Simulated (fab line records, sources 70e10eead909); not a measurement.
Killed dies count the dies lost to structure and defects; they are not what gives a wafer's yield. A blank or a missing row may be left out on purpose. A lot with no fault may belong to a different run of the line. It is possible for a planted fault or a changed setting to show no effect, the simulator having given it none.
fab line records -- flow nandHarc
record lots=13, wafers=39, lastDay=23
route steps=1159 shown A_SLIT@791 A_WL_FILL@809 END@1159
lots untouched by any fault: they come from a run of this same line in which no faults occurred
startH: the number of hours between the record's first day and the start of the first shown wafer of the lot -- waitH: hours since the lot's step before -- " same as the row above -- L1.1+2: a single row standing in for several wafers -- - no value present, or no start provided -- * or withheld: withheld -- < > ~ a bound
route shown NAME@n: a module of which the file shows steps, and the number in the route of the first -- usual: average and standard deviation across the fault-free wafers -- same: alike in all rows -- chamber/n: place in a boat -- sites: readings site by site -- _std_site: standard deviation of those values -- _edge_site: outer sites' mean less inner sites' -- radiusMm: for every site, how far away it sits from the centre of the wafer -- mask NAME#n: copy n -- behind: tool/chamber where the wafer was last shaped -- hold: cause of the lot's hold/its duration in hours/its outcome -- device: transistor that didn't switch, given as n, p or np -- end of line: tests run on the same wafers once the route is complete -- a step with no rows: only its recipe -- killed: the dies lost at the first sort to structure and to defects; this is not the yield of the wafer -- map: a wafer's dies, x killed, . not, _ none there
set.NAME: the setting the step ran with; set.NAME@STEP: the setting that earlier step ran with -- model.NAME: the simulator's own value behind a step, which no gauge read
a sample of lots followed through the steps of the route, with each step as a table and each wafer as a row
services: when a tool's chamber went out of use (startH, in hours from the record's first day, below 0 if earlier), for how many hours, and the reason
## steps
# step NHARC_A_SLIT_OVL_MEAS_10
# usual overlayXNm=0.0/0.86, overlayYNm=0.1/0.89
lot.wafer,tool,chamber,startH,waitH,overlayXNm,overlayYNm
L133.2,overlay-02,-,326.42,-,-1.7,-0.9
L133.3,overlay-02,-,326.42,-,-1.8,-0.8
L133.5,overlay-02,-,326.42,-,-1.5,-1.1
L131.1,overlay-01,-,326.65,-,0.6,1.1
L131.3,overlay-01,-,326.65,-,0.2,0.3
L131.6,overlay-01,-,326.65,-,0.9,0.5
L134.2,overlay-01,-,331.50,-,1.6,1.0
L134.3,overlay-01,-,331.50,-,1.1,1.2
L134.5,overlay-01,-,331.50,-,1.3,0.4
L130.1,overlay-01,-,332.19,-,0.7,-0.1
L130.2,overlay-01,-,332.19,-,0.4,0.4
L130.5,overlay-01,-,332.19,-,0.9,0.1
L135.3,overlay-02,-,335.66,-,0.0,-0.1
L135.4,overlay-02,-,335.66,-,0.3,-0.3
L135.5,overlay-02,-,335.66,-,0.1,-0.7
L136.1,overlay-02,-,349.86,-,-0.3,1.3
L136.4,overlay-02,-,349.86,-,-0.5,1.1
L136.6,overlay-02,-,349.86,-,-0.6,0.7
L140.1,overlay-02,-,382.39,-,0.3,-0.8
L140.2,overlay-02,-,382.39,-,-0.1,-1.1
L140.3,overlay-02,-,382.39,-,0.1,-0.8
L141.1,overlay-02,-,392.32,-,-0.3,-0.6
L141.3,overlay-02,-,392.32,-,-0.6,-0.5
L141.6,overlay-02,-,392.32,-,-0.1,0.2
L142.3,overlay-01,-,400.17,-,0.6,1.2
L142.4,overlay-01,-,400.17,-,0.5,0.8
L142.6,overlay-01,-,400.17,-,0.7,0.7
L144.1,overlay-01,-,401.38,-,-0.1,1.5
L144.3,overlay-01,-,401.38,-,0.1,1.5
L144.5,overlay-01,-,401.38,-,-0.2,1.2
L143.4,overlay-02,-,404.09,-,0.7,0.7
L143.5,overlay-02,-,404.09,-,0.9,0.3
L143.6,overlay-02,-,404.09,-,1.0,0.4
L147.2,overlay-02,-,420.33,-,-0.8,0.9
L147.3,overlay-02,-,420.33,-,-0.4,0.4
L147.4,overlay-02,-,420.33,-,-0.1,0.2
L149.2,overlay-02,-,433.71,-,0.2,0.9
L149.4,overlay-02,-,433.71,-,-0.4,0.9
L149.5,overlay-02,-,433.71,-,-0.5,1.0
# step NHARC_A_WL_FILL_ALD_00
# recipe targetThkA=30, pulseTimeS=3, aldCycles=30, tempC=300, material=Al2O3
# usual aldCycles=30/0, heaterPowerW=472/36, precursorPulseHeightRel=0.999/0.018
lot.wafer,tool,chamber,startH,waitH,aldCycles,heaterPowerW,precursorPulseHeightRel
L131.3,aldHk-03,0,339.82,2.2,30,455,1.022
L131.1,aldHk-03,1,339.82,2.2,30,545,1.022
L131.6,aldHk-03,0,339.82,2.2,30,451,1.002
L133.2,aldHk-03,2,340.01,2.4,30,440,1.008
L133.3,aldHk-03,3,340.01,2.4,30,508,0.973
L133.5,aldHk-03,1,340.01,2.4,30,539,1.001
L134.2,aldHk-03,0,344.28,0.1,30,444,0.985
L134.3,aldHk-03,2,344.28,0.1,30,446,1.019
L134.5,aldHk-03,0,344.28,0.1,30,453,1.028
L130.2,aldHk-03,0,344.47,0.3,30,443,1.033
L130.1,aldHk-03,1,344.47,0.3,30,527,0.984
L130.5,aldHk-03,2,344.47,0.3,30,447,0.986
L135.3,aldHk-03,1,346.98,0.1,30,543,1.019
L135.4,aldHk-03,2,346.98,0.1,30,437,0.988
L135.5,aldHk-03,0,346.98,0.1,30,444,1.002
L136.1,aldHk-02,2,361.29,0.1,30,477,0.989
L136.4,aldHk-02,0,361.29,0.1,30,506,1.002
L136.6,aldHk-02,1,361.29,0.1,30,472,0.992
L140.1,aldHk-03,1,393.83,0.1,30,533,1.000
L140.3,aldHk-03,3,393.83,0.1,30,520,0.980
L140.2,aldHk-03,0,393.83,0.1,30,447,0.990
L141.1,aldHk-02,0,404.55,0.1,30,530,0.985
L141.3,aldHk-02,2,404.55,0.1,30,478,1.007
L141.6,aldHk-02,3,404.55,0.1,30,440,0.988
L142.4,aldHk-02,3,411.46,0.1,30,413,0.991
L142.3,aldHk-02,0,411.46,0.1,30,514,1.014
L142.6,aldHk-02,3,411.46,0.1,30,426,1.009
L144.1,aldHk-02,2,411.65,0.3,30,482,1.012
L144.3,aldHk-02,3,411.65,0.3,30,423,1.015
L144.5,aldHk-02,1,411.65,0.3,30,471,1.005
L143.4,aldHk-02,2,416.84,1.6,33,477,0.991
L143.6,aldHk-02,1,416.84,1.6,33,469,1.036
L143.5,aldHk-02,2,416.84,1.6,33,477,1.009
L147.4,aldHk-01,0,431.79,0.1,30,428,0.997
L147.2,aldHk-01,1,431.79,0.1,30,466,0.999
L147.3,aldHk-01,2,431.79,0.1,30,434,0.988
L149.2,aldHk-02,0,445.02,0.1,33,523,1.027
L149.4,aldHk-02,2,445.02,0.1,33,474,0.991
L149.5,aldHk-02,0,445.02,0.1,33,517,0.997
# step NHARC_A_WL_FILL_ALD_02
# recipe targetThkA=20, pulseTimeS=3, aldCycles=100, tempC=450, material=TiN
# usual aldCycles=100/0, heaterPowerW=1082/120, precursorPulseHeightRel=0.999/0.021
lot.wafer,tool,chamber,startH,waitH,aldCycles,heaterPowerW,precursorPulseHeightRel
L131.1,aldMetal-01,1,340.30,0.2,100,1041,0.970
L131.3,aldMetal-01,0,340.30,0.2,100,1090,1.000
L131.6,aldMetal-01,1,340.30,0.2,100,1023,1.018
L133.3,aldMetal-03,0,340.51,0.2,100,1142,0.993
L133.2,aldMetal-03,1,340.51,0.2,100,1085,1.032
L133.5,aldMetal-03,0,340.51,0.2,100,1130,1.018
L134.2,aldMetal-03,3,344.73,0.2,100,946,1.038
L134.3,aldMetal-03,1,344.73,0.2,100,1086,0.982
L134.5,aldMetal-03,3,344.73,0.2,100,922,1.000
L130.2,aldMetal-02,1,344.90,0.2,100,877,0.968
L130.1,aldMetal-02,2,344.90,0.2,100,1075,0.999
L130.5,aldMetal-02,1,344.90,0.2,100,878,0.945
L135.4,aldMetal-02,2,347.45,0.1,100,1091,1.001
L135.3,aldMetal-02,3,347.45,0.1,100,1029,0.983
L135.5,aldMetal-02,1,347.45,0.1,100,885,1.027
L136.4,aldMetal-01,2,361.74,0.1,100,1160,1.008
L136.1,aldMetal-01,3,361.74,0.1,100,1283,0.975
L136.6,aldMetal-01,2,361.74,0.1,100,1113,1.037
L140.2,aldMetal-01,1,394.36,0.2,100,1065,0.970
L140.3,aldMetal-01,2,394.36,0.2,100,1143,0.982
L140.1,aldMetal-01,3,394.36,0.2,100,1268,1.030
L141.3,aldMetal-03,2,405.17,0.2,100,949,1.030
L141.1,aldMetal-03,0,405.17,0.2,100,1119,0.967
L141.6,aldMetal-03,2,405.17,0.2,100,929,0.970
L142.3,aldMetal-02,0,412.01,0.2,100,1245,1.022
L142.4,aldMetal-02,1,412.01,0.2,100,921,0.993
L142.6,aldMetal-02,0,412.01,0.2,100,1214,0.983
L144.3,aldMetal-03,1,412.12,0.2,100,1097,1.032
L144.1,aldMetal-03,2,412.12,0.2,100,958,1.038
L144.5,aldMetal-03,1,412.12,0.2,100,1052,1.011
L143.4,aldMetal-01,2,417.30,0.1,100,1181,0.991
L143.6,aldMetal-01,2,417.30,0.1,100,1161,1.011
L143.5,aldMetal-01,3,417.30,0.1,100,1285,1.036
L147.2,aldMetal-01,0,432.27,0.2,100,1070,1.024
L147.4,aldMetal-01,1,432.27,0.2,100,1023,1.017
L147.3,aldMetal-01,2,432.27,0.2,100,1141,0.975
L149.4,aldMetal-01,3,445.48,0.1,100,1240,0.960
L149.2,aldMetal-01,1,445.48,0.1,100,1034,0.944
L149.5,aldMetal-01,0,445.48,0.1,100,1066,0.997
# step NHARC_A_WL_FILL_ETCHBACK_16
# recipe targetDepthA=880, timeS=17.6, c4f8FlowSccm=withheld, o2FlowSccm=8, arFlowSccm=withheld, rfW=600, biasW=800, chemistry=C4F8/O2/Ar
# usual chamberPressureMTorr=25.001/0.022, oesProductAu=0.984/0.03, rfFwdPowerW=588/3.3, rfVppV=723/3.3
lot.wafer,tool,chamber,startH,waitH,chamberPressureMTorr,oesProductAu,rfFwdPowerW,rfHoursCounterH,rfVppV
L131.3,rieDiel-09,0,-,-,25.024,0.998,595,2.6,722
L131.1,rieDiel-09,3,-,-,24.986,1.011,595,2.5,718
L131.6,rieDiel-09,0,-,-,25.012,0.995,593,-,721
L133.2,rieDiel-06,3,-,-,24.976,1.007,582,3.5,719
L133.3,rieDiel-06,2,-,-,25.002,1.010,586,3.5,727
L133.5,rieDiel-06,0,-,-,24.985,0.997,587,-,723
L134.3,rieDiel-05,1,-,-,25.005,0.995,590,0.2,726
L134.2,rieDiel-05,2,-,-,25.059,1.001,589,0.2,722
L134.5,rieDiel-05,0,-,-,24.989,0.984,592,-,718
L130.2,rieDiel-06,0,-,-,25.011,0.984,589,3.5,719
L130.1,rieDiel-06,2,-,-,24.997,0.997,585,3.5,725
L130.5,rieDiel-06,3,-,-,24.968,0.994,584,-,722
L135.3,rieDiel-05,2,-,-,24.967,1.006,591,0.4,724
L135.4,rieDiel-05,0,-,-,24.954,1.002,590,0.4,719
L135.5,rieDiel-05,2,-,-,24.960,1.017,585,-,723
L136.4,rieDiel-09,2,-,-,24.996,0.999,587,2.6,730
L136.1,rieDiel-09,0,-,-,25.027,0.999,591,3.0,723
L136.6,rieDiel-09,2,-,-,24.977,0.994,586,-,731
L141.1,rieDiel-05,1,-,-,24.976,1.002,592,4.4,728
L141.3,rieDiel-05,2,-,-,25.001,0.992,588,4.5,722
L141.6,rieDiel-05,0,-,-,24.998,0.998,586,-,720
L140.3,rieDiel-09,3,-,-,25.000,0.940,592,4.3,718
L140.2,rieDiel-09,1,-,-,24.994,0.934,592,3.7,725
L140.1,rieDiel-09,2,-,-,25.035,0.928,587,3.9,732
L142.3,rieDiel-05,1,-,-,24.968,0.973,589,4.6,727
L142.4,rieDiel-05,2,-,-,25.047,0.971,587,4.8,725
L142.6,rieDiel-05,0,-,-,24.981,0.963,588,-,721
L144.1,rieDiel-06,1,-,-,25.004,0.994,584,0.0,723
L144.3,rieDiel-06,2,-,-,25.013,1.004,583,0.0,726
L144.5,rieDiel-06,1,-,-,24.983,1.008,582,-,723
L143.4,rieDiel-05,3,-,-,25.032,1.001,584,4.3,721
L143.5,rieDiel-05,0,-,-,24.997,0.992,588,-,720
L143.6,rieDiel-05,1,-,-,25.000,1.011,591,-,725
L147.4,rieDiel-09,2,-,-,25.010,0.983,590,0.1,730
L147.2,rieDiel-09,3,-,-,25.003,1.007,591,0.1,718
L147.3,rieDiel-09,0,-,-,25.033,1.003,592,0.1,722
L149.2,rieDiel-06,2,-,-,24.988,1.001,587,1.3,725
L149.4,rieDiel-06,1,-,-,24.999,0.992,587,1.1,724
L149.5,rieDiel-06,2,-,-,24.972,1.018,590,-,725
# step NHARC_END_SORT_01
# recipe tempC=25
# usual killedAtArray=29/11, killedAtOther=0.6/0.75, killedAtPeriphery=3.1/2.1, killedDies=32/11, killedOpen=3.0/1.8, killedShort=1.8/1.3
# same grossDies=677
lot.wafer,tool,chamber,startH,waitH,killedAtArray,killedAtOther,killedAtPeriphery,killedDies,killedOpen,killedShort
L143.4,prober-01,0,525.03,3.4,26,1,5,32,4,3
L143.5,prober-01,0,525.83,3.7,24,2,4,30,6,2
L143.6,prober-01,0,526.63,4.0,24,1,2,27,3,3
# killed by level:class
L143.4 A_CHANNEL_HOLE_D1:chamberFilmFlake=12 A_CONTACT:chamberFilmFlake=5 P_GATE:chamberFilmFlake=3 A_WL_FILL:geometricParticle:short=2 P_BONDPAD:chamberFilmFlake=2 A_STAIRCASE:chamberFilmFlake=2 A_ONON_D1:geometricParticle:open=1 A_CHANNEL_FILL_D1:geometricParticle:open=1
L143.5 A_CHANNEL_HOLE_D1:chamberFilmFlake=11 P_BONDPAD:chamberFilmFlake=3 A_STAIRCASE:chamberFilmFlake=3 A_CHANNEL_FILL_D1:geometricParticle:open=2 A_ONON_D1:geometricParticle:short=1 A_WL_FILL:geometricParticle:short=1 A_CONTACT:geometricParticle:open=1 A_BLC:geometricParticle:open=1
L143.6 A_CHANNEL_HOLE_D1:chamberFilmFlake=12 A_CONTACT:chamberFilmFlake=4 A_STAIRCASE:chamberFilmFlake=2 P_STI:geometricParticle:open=1 A_SOURCE_PLATE:geometricParticle:open=1 A_ONON_D1:geometricParticle:short=1 A_CHANNEL_HOLE_D1:geometricParticle:short=1 A_WL_FILL:geometricParticle:short=1
## services
tool,chamber,startH,hours,kind
aldHk-01,-,318.75,0.8,repair
aldMetal-03,-,322.00,10.0,pm
aldHk-03,-,325.87,10.0,pm
aldHk-03,0,325.87,10.0,ventCycle
aldHk-03,1,325.87,10.0,ventCycle
aldHk-03,2,325.87,10.0,ventCycle
aldHk-03,3,325.87,10.0,ventCycle
rieDiel-05,2,330.31,9.9,repair
aldMetal-02,-,335.17,0.5,repair
aldHk-03,0,335.87,-,clean
aldHk-03,1,335.87,-,clean
aldHk-03,2,335.87,-,clean
rieDiel-05,-,340.61,9.0,pm
rieDiel-05,3,353.27,3.9,repair
aldMetal-02,-,364.00,10.0,pm
aldMetal-03,-,380.24,0.6,repair
rieDiel-05,-,384.09,0.5,repair
rieDiel-09,1,394.64,2.1,repair
aldMetal-02,-,409.95,1.1,repair
rieDiel-06,-,418.22,9.0,pm
aldHk-03,-,423.12,0.3,repair
rieDiel-09,-,431.10,9.0,pm
aldHk-02,-,449.46,1.1,repair
aldMetal-01,-,458.00,10.0,pm
## key
firstSign step=NHARC_A_WL_FILL_ALD_00, reading=aldCycles, direction=up, sigmas=99+, usual=30, struck=33
effect none on later readings
metAt NHARC_A_WL_FILL_ALD_00
struckLots L143,L149
testerLeftOut L143,L149
notActingAt NHARC_A_SLIT_OVL_MEAS_10,NHARC_A_WL_FILL_ALD_02,NHARC_A_WL_FILL_ETCHBACK_16
onsetBetween 411.65 416.84
fault kind=processParameterDrift, tool=aldHk-02, chamber=-, onsetH=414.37, steps=NHARC_A_WL_FILL_ALD_00, channel=aldCycles, offset=3, shape=step, endH=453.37, actsIn=theseRecipesOnly, stated=30
# testerLeftOut: of these lots the tester's yield and bins aren't shown, on N5 and GAA mostly nor the transistor test; their killed dies are dies lost to structure and defects alone, not to doping, threshold or leakage, so they don't give the yield
